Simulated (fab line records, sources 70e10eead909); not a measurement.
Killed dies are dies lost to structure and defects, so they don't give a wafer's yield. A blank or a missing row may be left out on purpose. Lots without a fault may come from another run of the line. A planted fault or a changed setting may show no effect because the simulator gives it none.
Which tool did it? | flow nand_harc | 24 lots, 72 wafers sampled, at 3 steps of a route of 1159

WHAT THE GAUGES READ, wafer by wafer
NHARC_P_BONDPAD_CD_MEAS_09: target cd 500 nm.
lot  | measured     | on        | cd_nm (nm)
L074 | day 6 16:31  | cd_sem-01 | 501.3 497.7 498.3
L075 | day 6 16:56  | cd_sem-03 | 497.9 501.2 498.5
L077 | day 7 03:17  | cd_sem-01 | 506.3 502.5 504.0
L076 | day 7 03:39  | cd_sem-02 | 499.4 500.4 502.6
L078 | day 7 15:06  | cd_sem-01 | 501.6 500.4 501.4
L081 | day 8 02:18  | cd_sem-03 | 497.4 501.0 502.7
L080 | day 8 03:13  | cd_sem-02 | 498.7 503.4 498.3
L079 | day 8 08:35  | cd_sem-02 | 500.9 499.2 500.0
L082 | day 8 09:20  | cd_sem-03 | 499.8 500.1 503.3
L083 | day 8 12:17  | cd_sem-03 | 501.6 499.4 501.3
L084 | day 8 13:12  | cd_sem-01 | 498.6 497.7 499.6
L088 | day 9 10:57  | cd_sem-02 | 500.5 500.3 503.5
L086 | day 9 12:47  | cd_sem-03 | 500.0 501.6 500.3
L085 | day 9 16:45  | cd_sem-01 | 499.8 499.2 496.3
L087 | day 9 18:40  | cd_sem-03 | 500.4 497.8 499.5
L089 | day 10 04:22 | cd_sem-02 | 502.3 502.0 501.9
L090 | day 10 11:32 | cd_sem-03 | 501.8 504.3 499.9
L091 | day 10 13:49 | cd_sem-02 | 500.4 496.8 498.9
L092 | day 10 22:18 | cd_sem-01 | 498.7 498.1 500.1
L093 | day 10 23:08 | cd_sem-03 | 499.3 500.9 500.0
L095 | day 11 08:59 | cd_sem-03 | 501.5 499.6 501.0
L094 | day 11 10:29 | cd_sem-03 | 501.6 498.7 500.0
L096 | day 11 23:32 | cd_sem-02 | 500.1 500.7 499.0
L097 | day 12 06:25 | cd_sem-03 | 503.6 502.8 501.7

WHICH TOOL RAN EACH LOT (tool, then ch and the chambers of the sampled wafers, then the start)
lot  | NHARC_P_M2_PVD_20                       | NHARC_P_BONDPAD_DEP_00
L074 | pvd_sputter-02, day 6 15:17 or earlier  | pecvd-01 ch 0,1,2, day 6 15:17
L075 | pvd_sputter-01, day 6 15:50 or earlier  | pecvd-03 ch 1,2, day 6 15:50
L077 | pvd_sputter-01, day 7 03:17 or earlier  | pecvd-03 ch 0,2, day 7 03:17 or earlier
L076 | pvd_sputter-03, day 7 03:39 or earlier  | pecvd-01 ch 1,2, day 7 03:39 or earlier
L078 | pvd_sputter-03, day 7 14:00 or earlier  | pecvd-03 ch 0,1,2, day 7 14:00
L081 | pvd_sputter-03, day 8 01:08 or earlier  | pecvd-04 ch 0,1,2, day 8 01:08
L080 | pvd_sputter-03, day 8 02:13 or earlier  | pecvd-04 ch 0,1, day 8 02:13
L079 | pvd_sputter-01, day 8 07:24 or earlier  | pecvd-01 ch 1,2, day 8 07:24
L082 | pvd_sputter-01, day 8 08:07 or earlier  | pecvd-04 ch 0,1, day 8 08:07
L083 | pvd_sputter-02, day 8 11:13 or earlier  | pecvd-04 ch 0,1, day 8 11:13
L084 | pvd_sputter-01, day 8 12:01 or earlier  | pecvd-04 ch 0,2, day 8 12:01
L088 | pvd_sputter-03, day 9 10:57 or earlier  | pecvd-03 ch 0,1,2, day 9 10:57 or earlier
L086 | pvd_sputter-03, day 9 12:47 or earlier  | pecvd-03 ch 0,1,2, day 9 12:47 or earlier
L085 | pvd_sputter-01, day 9 15:39 or earlier  | pecvd-03 ch 0,1, day 9 15:39
L087 | pvd_sputter-02, day 9 17:27 or earlier  | pecvd-03 ch 0,1,2, day 9 17:27
L089 | pvd_sputter-01, day 10 03:08 or earlier | pecvd-04 ch 0,1,2, day 10 03:08
L090 | pvd_sputter-01, day 10 10:19 or earlier | pecvd-01 ch 0,2, day 10 10:19
L091 | pvd_sputter-03, day 10 12:41 or earlier | pecvd-01 ch 0,2, day 10 12:41
L092 | pvd_sputter-01, day 10 21:07 or earlier | pecvd-01 ch 1,2, day 10 21:07
L093 | pvd_sputter-01, day 10 22:02 or earlier | pecvd-03 ch 0,1,2, day 10 22:02
L095 | pvd_sputter-02, day 11 08:59 or earlier | pecvd-03 ch 0,1,2, day 11 08:59 or earlier
L094 | pvd_sputter-03, day 11 10:29 or earlier | pecvd-04 ch 0,1, day 11 10:29 or earlier
L096 | pvd_sputter-02, day 11 22:26 or earlier | pecvd-03 ch 0,1,2, day 11 22:26
L097 | pvd_sputter-01, day 12 05:17 or earlier | pecvd-01 ch 1,2, day 12 05:17
- NHARC_P_M2_PVD_20: deposits TaN, target thk 5 nm, time 8.06 s.
- NHARC_P_BONDPAD_DEP_00: deposits SiCN, target thk 250 nm.

WHAT THE TOOLS THEMSELVES READ (means of the sampled wafers that have a number; where no wafer has one, the mark that the record gives instead)
NHARC_P_M2_PVD_20.
lot  | tool           | chamber_pressure_pa (Pa) | throttle_valve_pct (%)
L074 | pvd_sputter-02 | 0.12019                  | 29.5
L075 | pvd_sputter-01 | 0.11970                  | 30.6
L077 | pvd_sputter-01 | 0.12010                  | 30.8
L076 | pvd_sputter-03 | 0.12019                  | 32.3
L078 | pvd_sputter-03 | 0.12014                  | 31.3
L081 | pvd_sputter-03 | 0.11978                  | 31.2
L080 | pvd_sputter-03 | 0.11994                  | 30.9
L079 | pvd_sputter-01 | 0.12026                  | 30.1
L082 | pvd_sputter-01 | 0.12012                  | 31.4
L083 | pvd_sputter-02 | 0.11994                  | 29.3
L084 | pvd_sputter-01 | 0.11999                  | 31.5
L088 | pvd_sputter-03 | 0.12011                  | 30.2
L086 | pvd_sputter-03 | 0.11989                  | 30.2
L085 | pvd_sputter-01 | 0.11989                  | 30.9
L087 | pvd_sputter-02 | 0.11980                  | 29.4
L089 | pvd_sputter-01 | 0.12000                  | 30.8
L090 | pvd_sputter-01 | 0.12014                  | 30.7
L091 | pvd_sputter-03 | 0.12002                  | 30.2
L092 | pvd_sputter-01 | 0.11955                  | 31.4
L093 | pvd_sputter-01 | 0.11990                  | 31.0
L095 | pvd_sputter-02 | 0.12014                  | 30.0
L094 | pvd_sputter-03 | 0.11998                  | 31.1
L096 | pvd_sputter-02 | 0.11997                  | 30.0
L097 | pvd_sputter-01 | 0.12032                  | 31.3

NHARC_P_BONDPAD_DEP_00.
lot  | tool     | heater_power_w (W) | rf_fwd_power_W (W)
L074 | pecvd-01 | 638                | 448.9
L075 | pecvd-03 | 525                | 450.3
L077 | pecvd-03 | 580                | 448.9
L076 | pecvd-01 | 695                | 450.2
L078 | pecvd-03 | 582                | 449.1
L081 | pecvd-04 | 497                | 447.3
L080 | pecvd-04 | 535                | 449.0
L079 | pecvd-01 | 690                | 448.3
L082 | pecvd-04 | 512                | 448.1
L083 | pecvd-04 | 534                | 448.9
L084 | pecvd-04 | 474                | 448.6
L088 | pecvd-03 | 600                | 449.0
L086 | pecvd-03 | 591                | 448.9
L085 | pecvd-03 | 633                | 448.2
L087 | pecvd-03 | 604                | 449.6
L089 | pecvd-04 | 540                | 449.5
L090 | pecvd-01 | 579                | 449.4
L091 | pecvd-01 | 565                | 448.5
L092 | pecvd-01 | 611                | 448.9
L093 | pecvd-03 | 591                | 449.7
L095 | pecvd-03 | 559                | 448.3
L094 | pecvd-04 | 570                | 448.0
L096 | pecvd-03 | 585                | 449.7
L097 | pecvd-01 | 661                | 448.8

THE ANSWER, worked out from the rows above alone
Rule: what is usual is taken from the lots themselves. Put in order of their means at a reading, lots are off if they are a third of the lots or fewer, leave a main group of 4 or more, and stand apart from it by a gap of 3 or more times the standard deviation of the main group's means; of several such gaps the widest counts. A main group whose means are all the same, to the digits that the tables above print for the reading, isn't used. A lot without any number at a reading at which 4 lots or more have one is off too. The other lots that the step has rows for count as sound. The gauges are gone through in route order, then the tools' own readings, and for those a lot's mean is taken as printed above. The first step at which some lot is off is used, and at that step the reading that is off furthest; a lot without a number counts as furthest.
No lot is off at any reading shown: from this, nothing can be told.

WHAT THE SIMULATOR HAD PUT IN
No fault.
